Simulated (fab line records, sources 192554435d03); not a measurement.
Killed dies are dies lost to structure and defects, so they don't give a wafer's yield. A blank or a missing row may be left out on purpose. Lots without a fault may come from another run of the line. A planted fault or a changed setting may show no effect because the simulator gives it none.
fab line records | flow n5_finfet | part 1 of 2: steps 1 to 22 of 30
record lots=5 wafers=15 last_day=15
route steps=1938 shown BEOL_M7@1303 BEOL_M8@1332
lots that met no fault: from a run of the same line without faults
start_h: hours from the record's first day to the start of the lot's first wafer shown | wait_h: hours since the lot's step before | " the same as in the row above | L1.1+2: a row that stands for several wafers | - no value, or no start given | * or withheld: withheld | < > ~ a bound
route shown NAME@n: a module of which the file shows steps, and the number in the route of the first | usual: mean/standard deviation of fault-free wafers | same: alike in all rows | chamber/n: place in a boat | sites: the reading at each site | _std_site: their standard deviation | _edge_site: outer sites' mean less inner sites' | radius_mm: how far each site lies from the wafer's centre | mask NAME#n: copy n | behind: the tool/chamber that last shaped the wafer | hold: why the lot was held/for how many hours/how that ended | device: the transistor (n, p or np) that didn't switch | end of line: the same wafers' tests at the end of the route | a step without rows: its recipe alone | killed: dies lost to structure and defects at the first sort, not the wafer's yield | map: a wafer's dies, x killed, . not, _ none there
set.NAME: the setting as run; set.NAME@STEP: as run at that earlier step | model.NAME: the simulator's own value behind a step, which no gauge read
lots at some steps of the route; a table a step, a row a wafer
services: from which hour (start_h, from the record's first day; less than 0 if before it) a tool's chamber was out of use, for how many hours, and why
## steps
# step N5_BEOL_M7_STRIP_69
# recipe chemistry=N2/H2 temp_c=40 n2_flow_sccm=200 h2_flow_sccm=200 rf_frequency_hz=6e+07
# columns lot.wafer tool chamber start_h wait_h
L075.2+3+5 rie_diel-03 1,3,3 214.85 0.0
L076.1+3+4 rie_diel-03 2,1,0 221.51 0.0
L080.1+2+6 rie_diel-02 1,2,0 243.39 0.0
L083.1+5+6 rie_diel-01 0,3,0 262.11 0.0
L089.2+3+5 rie_diel-01 3,1,0 295.64 0.0
# step N5_BEOL_M7_STRIP_73
# recipe chemistry=N2/H2 temp_c=40 n2_flow_sccm=200 h2_flow_sccm=200 rf_frequency_hz=6e+07
# columns lot.wafer tool chamber start_h wait_h
L075.2+3+5 rie_diel-03 1,3,3 214.86 0.0
L076.1+3+4 rie_diel-03 2,1,0 221.52 0.0
L080.1+2+6 rie_diel-02 1,2,0 243.40 0.0
L083.1+5+6 rie_diel-01 0,3,0 262.12 0.0
L089.2+3+5 rie_diel-01 3,1,0 295.65 0.0
# step N5_BEOL_M7_VIA_ETCH_34
# recipe chemistry=C4F6/O2 target=SiCOH_lowk target_depth_a=1255 mask_material=SOC taper_deg=4 time_s=50.5 ion_energy_ev=250 pressure_mtorr=30 source_w=345 bias_w=185 Ar_flow_sccm=300 C4F6_flow_sccm=10 O2_flow_sccm=10
# usual C4F6_flow_sccm=10.00/0.033 drypump_motor_current_A=5.6/0.41 oes_product_au=0.77/0.092 rf_vpp_V=663/16 showerhead_plenum_p_Torr=2.80/0.086 throttle_valve_pct=20.97/0.27
# same time_s=50.5
# columns lot.wafer tool chamber start_h wait_h C4F6_flow_sccm drypump_motor_current_A oes_product_au rf_hours_counter_h rf_vpp_V showerhead_plenum_p_Torr throttle_valve_pct
L075.2 rie_diel-03 1 214.87 0.0 10.00 5.1 0.66 238 655 2.81 21.37
L075.3 " 3 " " 10.02 5.2 0.73 159 638 2.73 21.07
L075.5 " 3 " " 10.07 5.2 0.73 - 638 2.73 21.07
L076.1 rie_diel-03 2 221.53 0.0 9.99 5.9 0.99 9 651 2.75 20.81
L076.3 " 1 " " 9.99 5.1 0.67 241 654 2.81 21.37
L076.4 " 0 " " 10.04 5.4 0.73 202 674 2.93 21.14
L080.1 rie_diel-02 1 243.41 0.0 9.92 5.6 0.75 162 651 2.74 21.23
L080.2 " 2 " " 9.99 5.9 0.73 160 662 2.85 21.01
L080.6 " 0 " " 9.99 5.6 0.93 - 671 2.93 20.65
L083.1 rie_diel-01 0 262.13 0.0 10.03 6.4 0.72 198 683 2.80 20.63
L083.5 " 3 " " 9.94 6.1 0.70 - 645 2.70 21.41
L083.6 " 0 " " 10.00 6.4 0.71 - 684 2.80 20.63
L089.2 rie_diel-01 3 295.66 0.0 9.99 6.1 0.70 235 647 2.69 21.45
L089.3 " 1 " " 9.98 5.3 0.73 190 693 2.69 21.00
L089.5 " 0 " " 9.90 6.4 0.71 - 683 2.80 20.65
# step N5_BEOL_M7_STRIP_76
# recipe chemistry=C4F6/O2 resist=SiARC rf_frequency_hz=6e+07
# columns lot.wafer tool chamber start_h wait_h
L075.2+3+5 rie_diel-03 1,3,3 214.91 0.0
L076.1+3+4 rie_diel-03 2,1,0 221.58 0.0
L080.1+2+6 rie_diel-02 1,2,0 243.45 0.0
L083.1+5+6 rie_diel-01 0,3,0 262.18 0.0
L089.2+3+5 rie_diel-01 3,1,0 295.70 0.0
# step N5_BEOL_M7_STRIP_36
# recipe chemistry=N2/H2 power_w=450 temp_c=40 pressure_mtorr=20 rf_frequency_hz=6e+07 overash_fraction=0.3 bias_power_w=7 h2_frac=0.5 n2_flow_sccm=200 h2_flow_sccm=200
# usual drypump_motor_current_A=5.7/0.41 oes_product_au=0.77/0.091 rf_vpp_V=59.2/1.5 showerhead_plenum_p_Torr=2.50/0.083 throttle_valve_pct=23.7/0.38
# columns lot.wafer tool chamber start_h wait_h drypump_motor_current_A oes_product_au rf_hours_counter_h rf_vpp_V showerhead_plenum_p_Torr throttle_valve_pct
L075.2 rie_diel-03 1 214.92 0.0 5.1 0.67 238 60.0 2.51 24.3
L075.3 " 3 " " 5.2 0.74 159 59.2 2.42 23.7
L075.5 " 3 " " 5.2 0.74 - 59.3 2.42 23.7
L076.1 rie_diel-03 2 221.59 0.0 5.8 0.97 9 60.8 2.47 23.9
L076.3 " 1 " " 5.2 0.65 241 60.4 2.51 24.3
L076.4 " 0 " " 5.4 0.71 202 59.8 2.65 24.0
L080.1 rie_diel-02 1 243.46 0.0 5.6 0.76 162 59.3 2.43 23.8
L080.2 " 2 " " 5.9 0.74 160 59.6 2.53 23.5
L080.6 " 0 " " 5.6 0.91 - 59.5 2.61 23.4
L083.1 rie_diel-01 0 262.19 0.0 6.4 0.69 198 61.1 2.50 23.3
L083.5 " 3 " " 6.1 0.71 - 58.3 2.39 24.3
L083.6 " 0 " " 6.4 0.70 - 61.4 2.50 23.3
L089.2 rie_diel-01 3 295.71 0.0 6.1 0.68 235 58.8 2.39 24.3
L089.3 " 1 " " 5.3 0.72 190 58.3 2.42 24.1
L089.5 " 0 " " 6.4 0.69 - 59.3 2.50 23.3
# step N5_BEOL_M7_TRENCH_ETCH_37
# recipe chemistry=C4F6/O2 target_depth_a=934.78 target=SiCOH_lowk time_s=31.2 ion_energy_ev=250 pressure_mtorr=30 source_w=345 bias_w=185 Ar_flow_sccm=300 C4F6_flow_sccm=10 O2_flow_sccm=10
# usual C4F6_flow_sccm=9.999/0.027 drypump_motor_current_A=5.6/0.4 oes_product_au=0.77/0.092 rf_vpp_V=663/16 showerhead_plenum_p_Torr=2.80/0.086 throttle_valve_pct=21.01/0.27
# same time_s=31.2
# columns lot.wafer tool chamber start_h wait_h C4F6_flow_sccm drypump_motor_current_A oes_product_au rf_hours_counter_h rf_vpp_V showerhead_plenum_p_Torr throttle_valve_pct
L075.2 rie_diel-03 1 - - 9.975 5.1 0.66 238 656 2.81 21.38
L075.3 " 3 " " 10.030 5.2 0.74 159 639 2.73 21.09
L075.5 " 3 " " 10.004 5.2 0.74 - 638 2.73 21.10
L076.1 rie_diel-03 2 - - 10.037 5.9 0.99 9 651 2.75 20.83
L076.3 " 1 " " 10.008 5.1 0.66 241 656 2.81 21.39
L076.4 " 0 " " 10.034 5.4 0.72 202 674 2.93 21.16
L080.1 rie_diel-02 1 - - 9.968 5.6 0.76 162 652 2.74 21.27
L080.2 " 2 " " 9.997 5.9 0.73 160 661 2.85 21.05
L080.6 " 0 " " 9.975 5.6 0.93 - 671 2.93 20.68
L083.1 rie_diel-01 0 - - 10.036 6.4 0.72 199 684 2.80 20.65
L083.5 " 3 " " 10.006 6.1 0.70 - 647 2.70 21.45
L083.6 " 0 " " 9.979 6.4 0.72 - 685 2.80 20.66
L089.2 rie_diel-01 3 - - 10.022 6.1 0.70 235 646 2.69 21.44
L089.3 " 1 " " 10.011 5.3 0.73 190 693 2.69 21.03
L089.5 " 0 " " 10.011 6.4 0.71 - 683 2.80 20.67
# step N5_BEOL_M7_ETCH_41
# recipe chemistry=CH3F/O2 target=SiCN target_depth_a=319 taper_deg=2 time_s=57.8 ion_energy_ev=120 mask_material=TiN pressure_mtorr=30 source_w=395 bias_w=75 Ar_flow_sccm=150 CH3F_flow_sccm=30 O2_flow_sccm=20
# usual drypump_motor_current_A=5.6/0.41 oes_product_au=0.77/0.092 rf_vpp_V=296.7/1.4 showerhead_plenum_p_Torr=1.97/0.064 throttle_valve_pct=16.43/0.25
# same time_s=57.8
# columns lot.wafer tool chamber start_h wait_h drypump_motor_current_A oes_product_au rf_hours_counter_h rf_vpp_V showerhead_plenum_p_Torr throttle_valve_pct
L075.2 rie_diel-03 1 - - 5.1 0.67 238 296.7 1.97 16.82
L075.3 " 3 " " 5.2 0.74 159 294.8 1.91 16.49
L075.5 " 3 " " 5.2 0.73 - 296.2 1.91 16.48
L076.1 rie_diel-03 2 - - 5.8 0.99 9 295.0 1.93 16.22
L076.3 " 1 " " 5.1 0.66 241 296.9 1.97 16.82
L076.4 " 0 " " 5.4 0.72 202 298.8 2.06 16.63
L080.1 rie_diel-02 1 - - 5.6 0.75 162 296.2 1.92 16.64
L080.2 " 2 " " 5.9 0.73 160 296.3 2.01 16.47
L080.6 " 0 " " 5.6 0.92 - 298.5 2.06 16.03
L083.1 rie_diel-01 0 - - 6.4 0.72 199 298.5 1.97 16.19
L083.5 " 3 " " 6.1 0.71 - 294.4 1.89 16.85
L083.6 " 0 " " 6.4 0.73 - 298.3 1.97 16.19
L089.2 rie_diel-01 3 - - 6.1 0.69 235 295.4 1.89 16.86
L089.3 " 1 " " 5.3 0.72 190 295.3 1.89 16.48
L089.5 " 0 " " 6.4 0.71 - 297.0 1.97 16.22
# step N5_BEOL_M7_STRIP_80
# recipe chemistry=N2/H2 time_s=10 power_w=450 temp_c=40 pressure_mtorr=20 rf_frequency_hz=6e+07 bias_power_w=7 n2_flow_sccm=200 h2_flow_sccm=200
# usual drypump_motor_current_A=5.7/0.41 oes_product_au=0.77/0.09 rf_vpp_V=59.0/0.74 showerhead_plenum_p_Torr=2.50/0.083 throttle_valve_pct=23.8/0.38
# same time_s=10
# columns lot.wafer tool chamber start_h wait_h drypump_motor_current_A oes_product_au rf_hours_counter_h rf_vpp_V showerhead_plenum_p_Torr throttle_valve_pct
L075.2 rie_diel-03 1 - - 5.1 0.67 238 59.5 2.51 24.3
L075.3 " 3 " " 5.2 0.74 159 58.4 2.42 23.7
L075.5 " 3 " " 5.2 0.75 - 59.0 2.42 23.7
L076.1 rie_diel-03 2 - - 5.9 0.97 9 59.8 2.48 23.9
L076.3 " 1 " " 5.1 0.67 241 58.2 2.51 24.3
L076.4 " 0 " " 5.4 0.71 202 59.6 2.65 24.0
L080.1 rie_diel-02 1 - - 5.6 0.75 162 58.1 2.43 23.8
L080.2 " 2 " " 5.9 0.74 160 59.2 2.53 23.5
L080.6 " 0 " " 5.6 0.92 - 58.9 2.61 23.3
L083.1 rie_diel-01 0 - - 6.4 0.70 199 58.8 2.50 23.3
L083.5 " 3 " " 6.1 0.70 - 59.2 2.39 24.3
L083.6 " 0 " " 6.4 0.70 - 58.0 2.50 23.3
L089.2 rie_diel-01 3 - - 6.1 0.69 235 59.4 2.39 24.3
L089.3 " 1 " " 5.3 0.74 190 58.1 2.42 24.1
L089.5 " 0 " " 6.4 0.69 - 60.4 2.50 23.3
# step N5_BEOL_M7_OCD_MEAS_38
# usual trench_depth_nm=92.8/2.3
# columns lot.wafer tool chamber start_h wait_h trench_depth_nm
L075.2 ocd-02 - 215.12 - 91.2
L075.3 " - " " 90.3
L075.5 " - " " 89.5
L076.1 ocd-01 - 221.78 - 97.9
L076.3 " - " " 91.1
L076.4 " - " " 91.8
L080.1 ocd-02 - 243.66 - 92.2
L080.2 " - " " 91.4
L080.6 " - " " 95.7
L083.1 ocd-02 - 262.38 - 92.0
L083.5 " - " " 94.3
L083.6 " - " " 91.6
L089.2 ocd-02 - 295.91 - 95.1
L089.3 " - " " 94.0
L089.5 " - " " 91.9
# step N5_BEOL_M7_HM_STRIP_39
# recipe chemistry=peroxide_tin_strip material=TiN target_depth_a=250 temp_c=50 time_s=158
# same time_s=158
# columns lot.wafer tool chamber start_h wait_h
L075.2+3+5 wet_bench-02 1,4,5 215.15 0.0
L076.1+3+4 wet_bench-03 5,1,3 221.82 0.0
L080.1+2+6 wet_bench-03 1,4,3 243.69 0.0
L083.1+5+6 wet_bench-02 3,7,0 262.42 0.0
L089.2+3+5 wet_bench-02 5,6,1 295.94 0.0
# step N5_BEOL_M7_SRD_40
# recipe time_s=30 temp_c=23 rinse_liquid=diw dry=ipa_marangoni
# same time_s=30
# columns lot.wafer tool chamber start_h wait_h
L075.2+3+5 wet_bench-02 1,4,5 215.20 0.0
L076.1+3+4 wet_bench-03 5,1,3 221.87 0.0
L080.1+2+6 wet_bench-03 1,4,3 243.74 0.0
L083.1+5+6 wet_bench-02 3,7,0 262.46 0.0
L089.2+3+5 wet_bench-02 5,6,1 295.99 0.0
# step N5_BEOL_M7_PRECLEAN_42
# recipe chemistry=residue_remover time_s=60 temp_c=40
# same time_s=60
# columns lot.wafer tool chamber start_h wait_h
L075.2+3+5 wet_bench-02 1,4,5 215.22 0.0
L076.1+3+4 wet_bench-03 5,1,3 221.89 0.0
L080.1+2+6 wet_bench-03 1,4,3 243.76 0.0
L083.1+5+6 wet_bench-02 3,7,0 262.48 0.0
L089.2+3+5 wet_bench-02 5,6,1 296.01 0.0
# step N5_BEOL_M7_SRD_43
# recipe time_s=30 temp_c=23 rinse_liquid=diw dry=ipa_marangoni
# same time_s=30
# columns lot.wafer tool chamber start_h wait_h
L075.2+3+5 wet_bench-02 1,4,5 215.23 0.0
L076.1+3+4 wet_bench-03 5,1,3 221.90 0.0
L080.1+2+6 wet_bench-03 1,4,3 243.78 0.0
L083.1+5+6 wet_bench-02 3,7,0 262.50 0.0
L089.2+3+5 wet_bench-02 5,6,1 296.03 0.0
# step N5_BEOL_M7_CD_MEAS_35
# recipe target_cd_nm=40 polarity=opening
# usual cd_nm=39.7/0.79
# columns lot.wafer tool chamber start_h wait_h cd_nm
L075.2 cd_sem-03 - 215.27 0.0 39.8
L075.3 " - " " 39.5
L075.5 " - " " 41.1
L076.1 cd_sem-03 - 221.94 0.0 39.4
L076.3 " - " " 39.9
L076.4 " - " " 40.2
L080.1 cd_sem-01 - 243.82 0.0 39.2
L080.2 " - " " 38.8
L080.6 " - " " 41.2
L083.1 cd_sem-01 - 262.54 0.0 40.4
L083.5 " - " " 41.3
L083.6 " - " " 38.9
L089.2 cd_sem-02 - 296.07 0.0 39.8
L089.3 " - " " 40.0
L089.5 " - " " 39.2
# step N5_BEOL_M7_CURE_75
# recipe temp_c=370 time_s=120 ambient=DMADMS/He material=SiCOH_lowk
# usual lamp_power_pct=52.31/0.053 wafer_temp_C_max=371.7/0.65
# same time_s=120
# columns lot.wafer tool chamber start_h wait_h lamp_power_pct wafer_temp_C_max
L075.2 uv_cure-03 2 215.36 0.1 52.30 372.6
L075.3 " 2 " " 52.40 372.7
L075.5 " 2 " " 52.38 372.3
L076.1 uv_cure-01 1 221.99 0.0 52.30 371.8
L076.3 " 1 " " 52.34 371.8
L076.4 " 1 " " 52.29 371.4
L080.1 uv_cure-03 0 244.00 0.2 52.29 371.6
L080.2 " 0 " " 52.39 370.4
L080.6 " 0 " " 52.25 371.2
L083.1 uv_cure-03 0 262.58 0.0 52.36 371.1
L083.5 " 0 " " 52.26 371.3
L083.6 " 0 " " 52.44 371.0
L089.2 uv_cure-02 1 296.16 0.1 52.27 370.9
L089.3 " 1 " " 52.36 371.0
L089.5 " 1 " " 52.38 371.0
# step N5_BEOL_M7_DEGAS_44
# recipe ambient=vacuum temp_c=250 time_s=60
# usual heater_power_w=366/27 susceptor_temp_C=250.00/0.2
# same time_s=60
# columns lot.wafer tool chamber start_h wait_h heater_power_w susceptor_temp_C
L075.2 pvd_sputter-02 - 215.95 0.5 348 249.97
L075.3 " - " " 336 250.12
L075.5 " - " " 338 250.03
L076.1 pvd_sputter-03 - 223.84 1.8 360 250.05
L076.3 " - " " 347 250.65
L076.4 " - " " 325 250.06
L080.1 pvd_sputter-01 - 244.34 0.3 347 250.01
L080.2 " - " " 407 250.26
L080.6 " - " " 405 250.27
L083.1 pvd_sputter-03 - 263.06 0.4 345 249.84
L083.5 " - " " 329 249.96
L083.6 " - " " 355 249.90
L089.2 pvd_sputter-02 - 296.45 0.2 340 249.99
L089.3 " - " " 353 250.03
L089.5 " - " " 349 249.76
# step N5_BEOL_M7_PRE_CLEAN_45
# recipe gas=H2/He time_s=30 temp_c=250
# usual heater_power_w=366/28 susceptor_temp_C=250.00/0.17
# same time_s=30
# columns lot.wafer tool chamber start_h wait_h heater_power_w susceptor_temp_C
L075.2 pvd_sputter-02 - 215.99 0.0 349 249.85
L075.3 " - " " 339 250.05
L075.5 " - " " 338 249.97
L076.1 pvd_sputter-03 - 223.88 0.0 365 249.71
L076.3 " - " " 340 249.73
L076.4 " - " " 329 250.01
L080.1 pvd_sputter-01 - 244.38 0.0 342 249.92
L080.2 " - " " 415 250.09
L080.6 " - " " 402 250.02
L083.1 pvd_sputter-03 - 263.10 0.0 349 249.90
L083.5 " - " " 339 249.99
L083.6 " - " " 345 250.03
L089.2 pvd_sputter-02 - 296.49 0.0 331 249.88
L089.3 " - " " 349 250.30
L089.5 " - " " 353 249.73
# step N5_BEOL_M7_ALD_77
# recipe material=TaN target_thk_a=20 temp_c=275 ald_precursor_family=PDMAT ald_co_reactant=NH3 pressure_torr=3 carrier_flow_sccm=1500 pulse_time_s=2 purge_time_s=3 co_reactant_purge_time_s=2 co_reactant_pulse_time_s=3 ald_cycles=40 precursor_vessel_temp_c=75 precursor_vessel_pressure_torr=26.25 precursor_vessel_carrier_sccm=1000
# usual heater_power_w=430/41 precursor_vessel_carrier_sccm=1000/3.1 susceptor_temp_C=275.01/0.17
# columns lot.wafer tool chamber start_h wait_h heater_power_w precursor_vessel_carrier_sccm susceptor_temp_C
L075.2 ald_metal-04 3 216.05 0.0 459 997 274.88
L075.3 " 2 " " 399 1001 275.10
L075.5 " 2 " " 406 1000 275.06
L076.1 ald_metal-02 0 223.98 0.1 464 1001 274.89
L076.3 " 3 " " 362 1000 274.93
L076.4 " 3 " " 362 1002 275.16
L080.1 ald_metal-02 0 244.63 0.2 465 1003 274.85
L080.2 " 3 " " 359 1002 274.99
L080.6 " 2 " " 400 1000 275.09
L083.1 ald_metal-01 0 263.16 0.0 503 996 274.94
L083.5 " 0 " " 510 999 274.99
L083.6 " 3 " " 383 1000 275.06
L089.2 ald_metal-02 2 296.56 0.1 397 1000 274.76
L089.3 " 3 " " 360 999 274.96
L089.5 " 1 " " 431 999 274.75
# step N5_BEOL_M7_SURFACE_TREAT_79
# recipe gas=Ar time_s=* ion_energy_ev=* ion_current_ma_cm2=0.5 pressure_mtorr=* ar_flow_sccm=30
# usual throttle_valve_pct=*
# same time_s=*
# columns lot.wafer tool chamber start_h wait_h throttle_valve_pct
L075.2 pvd_sputter-01 - 216.56 0.4 *
L075.3 " - " " *
L075.5 " - " " *
L076.1 pvd_sputter-03 - 224.56 0.5 *
L076.3 " - " " *
L076.4 " - " " *
L080.1 pvd_sputter-03 - 244.98 0.2 *
L080.2 " - " " *
L080.6 " - " " *
L083.1 pvd_sputter-01 - 263.46 0.2 *
L083.5 " - " " *
L083.6 " - " " *
L089.2 pvd_sputter-02 - 296.85 0.2 *
L089.3 " - " " *
L089.5 " - " " *
# step N5_BEOL_M7_CVD_78
# recipe material=Co target_thk_a=20 temp_c=withheld precursor=CCTBA/H2 pressure_torr=30 time_s=142.3
# same time_s=142.3
# columns lot.wafer tool chamber start_h wait_h
L075.2+3+5 cvd_co-01 1,2,2 216.85 0.3
L076.1+3+4 cvd_co-01 2,0,0 224.66 0.1
L080.1+2+6 cvd_co-02 2,0,0 245.12 0.1
L083.1+5+6 cvd_co-01 1,2,0 263.62 0.1
L089.2+3+5 cvd_co-01 2,1,0 296.97 0.1
# step N5_BEOL_M7_SPUTTER_48
# recipe material=Cu target_thk_a=100 temp_c=-20 bias_v=60 power_w=26000 chamber_pressure_pa=0.13 time_s=1.667
# usual susceptor_temp_C=-20.02/0.11 throttle_valve_pct=29.6/1
# same time_s=1.667
# columns lot.wafer tool chamber start_h wait_h susceptor_temp_C throttle_valve_pct
L075.2 pvd_sputter-02 - 218.17 1.3 -19.97 30.3
L075.3 " - " " -20.12 29.2
L075.5 " - " " -20.11 29.8
L076.1 pvd_sputter-03 - 224.86 0.2 -20.10 30.0
L076.3 " - " " -19.93 28.6
L076.4 " - " " -19.90 30.7
L080.1 pvd_sputter-03 - 248.88 3.7 -20.15 31.1
L080.2 " - " " -20.19 28.9
L080.6 " - " " -19.92 30.9
L083.1 pvd_sputter-02 - 263.78 0.1 -20.03 28.9
L083.5 " - " " -20.16 28.9
L083.6 " - " " -19.92 28.7
L089.2 pvd_sputter-02 - 297.10 0.1 -19.85 28.6
L089.3 " - " " -19.96 29.8
L089.5 " - " " -20.06 29.9
# step N5_BEOL_M7_ECD_50
# recipe material=Cu target_thk_a=3000
# columns lot.wafer tool chamber start_h wait_h
L075.2+3+5 ecd_cu-01 0 218.28 0.1
L076.1+3+4 ecd_cu-01 0,0,1 224.98 0.1
L080.1+2+6 ecd_cu-02 1,0,1 249.00 0.1
L083.1+5+6 ecd_cu-01 0,1,0 263.89 0.1
L089.2+3+5 ecd_cu-02 1,0,0 297.22 0.1
